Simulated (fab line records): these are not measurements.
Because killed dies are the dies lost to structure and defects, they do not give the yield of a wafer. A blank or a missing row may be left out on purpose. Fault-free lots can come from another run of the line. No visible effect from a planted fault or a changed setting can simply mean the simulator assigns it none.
Split-lot experiment | flow n5Finfet | on a route of 1938 steps: 7 lots, 21 wafers read

SPLIT DETAILS
At N5_BEOL_M0_SAQP_EXPOSE_37 (exposes mask M0 CUT1, target cd 30 nm), the setting doseMj was moved away from the recipe's 44.75 on 8 of the 21 wafers read, by -7.0% to +5.4%. The other wafers ran this setting at the recipe's value.

FROM THE SPLIT TO THE READING: what the file shows between them, 5 steps
- N5_BEOL_M0_SAQP_PEB_38: peb time 60 s
- N5_BEOL_M0_SAQP_DEVELOP_39: develop time 30 s
- N5_BEOL_M0_SAQP_DESCUM_45: chemistry O2, time 7 s
- N5_BEOL_M0_SAQP_ETCH_88: etches underlayer in N2/H2, target depth 6.5 nm, time 5.2 s
- N5_BEOL_M0_SAQP_ETCH_73: etches SiARC in CF4, target depth 19.5 nm, time 32.5 s

THE READING
BEOL_M0_SAQP.cdNm (the simulator's own value, which no gauge read), in nm, at N5_BEOL_M0_SAQP_CUT_ETCH_46 (etches SOC in N2/H2, target depth 135 nm, overetch 27 nm, time 202.5 s). The file does not state a usual value for it. Across the 13 wafers here that went through the recipe, the average is 29.7 nm and the standard deviation 0.29 nm.

wafer  | tool, chamber at the split | doseMj as run | against the recipe | BEOL_M0_SAQP.cdNm, nm | against lot-mates on the recipe
L074.1 | euvScanner-01, 0           | 45.91         | +2.6%              | 30.8                  | +0.8
L074.3 | euvScanner-01, 0           | 44.75         | recipe             | 30                    | -
L074.4 | euvScanner-01, 0           | 45.91         | +2.6%              | 31                    | +1.0
L075.3 | euvScanner-02, 0           | 44.75         | recipe             | 30                    | -
L075.4 | euvScanner-02, 0           | 41.94         | -6.3%              | 28.2                  | -1.7
L075.5 | euvScanner-02, 0           | 44.75         | recipe             | 29.8                  | -
L085.1 | euvScanner-01, 0           | 44.75         | recipe             | 29.6                  | -
L085.6 | euvScanner-01, 0           | 44.75         | recipe             | 29.6                  | -
L085.2 | euvScanner-01, 0           | 44.75         | recipe             | 29.8                  | -
L091.4 | euvScanner-02, 0           | 44.75         | recipe             | 29.6                  | -
L091.5 | euvScanner-02, 0           | 43.8          | -2.1%              | 30                    | +0.2
L091.6 | euvScanner-02, 0           | 44.75         | recipe             | 30                    | -
L092.2 | euvScanner-01, 0           | 44.75         | recipe             | 29.6                  | -
L092.3 | euvScanner-01, 0           | 41.61         | -7.0%              | 27.8                  | -1.5
L092.4 | euvScanner-01, 0           | 44.75         | recipe             | 29                    | -
L093.1 | euvScanner-01, 0           | 44.75         | recipe             | 29.6                  | -
L093.3 | euvScanner-01, 0           | 43.03         | -3.8%              | 29                    | -0.6
L093.5 | euvScanner-01, 0           | 43.03         | -3.8%              | 28.8                  | -0.8
L095.2 | euvScanner-02, 0           | 44.75         | recipe             | 30.2                  | -
L095.5 | euvScanner-02, 0           | 44.75         | recipe             | 29.6                  | -
L095.6 | euvScanner-02, 0           | 47.16         | +5.4%              | 30.8                  | +0.9

THE FIT
A straight line over all 21 wafers: BEOL_M0_SAQP.cdNm changes by +0.253 nm for each +1% of doseMj; r = +0.90; the points scatter about the line by 0.35 nm.
The same after taking each lot's own level away (the mean of its wafers on the recipe; 21 wafers): +0.22 nm for each +1%; r = +0.92; scatter 0.27 nm.
According to that fit, moving doseMj by its largest amount changes the reading by 1.5 nm.
The lots' own levels span 29.30 to 30.00 nm, that is 2.4 times the standard deviation above.
Hence the slope depends on the lot-to-lot level, as the two fits are not the same.
Check: with one of the wafers moved furthest among these (-7.0%) left out of the fit, the line predicts -1.49 nm for it against its lot-mates. It came out at -1.5 nm against them.

THE WHOLE CHAIN: every reading that the file lists as answering this split, in the file's order
step                        | what it does                                                           | reading                                                            | change (the file's fit)               | r (the file's)
N5_BEOL_M0_SAQP_DESCUM_45   | chemistry O2, time 7 s                                                 | BEOL_M0_SAQP.cdNm (the simulator's own value, which no gauge read) | +0.205 nm for each +1% of the setting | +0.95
N5_BEOL_M0_SAQP_ETCH_88     | etches underlayer in N2/H2, target depth 6.5 nm, time 5.2 s            | BEOL_M0_SAQP.cdNm (the simulator's own value, which no gauge read) | +0.216 nm for each +1% of the setting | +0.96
N5_BEOL_M0_SAQP_CUT_ETCH_46 | etches SOC in N2/H2, target depth 135 nm, overetch 27 nm, time 202.5 s | BEOL_M0_SAQP.cdNm (the simulator's own value, which no gauge read) | +0.213 nm for each +1% of the setting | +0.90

FILE'S OWN FIT
BEOL_M0_SAQP.cdNm changes by +0.213 nm for each +1% of doseMj, r = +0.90.
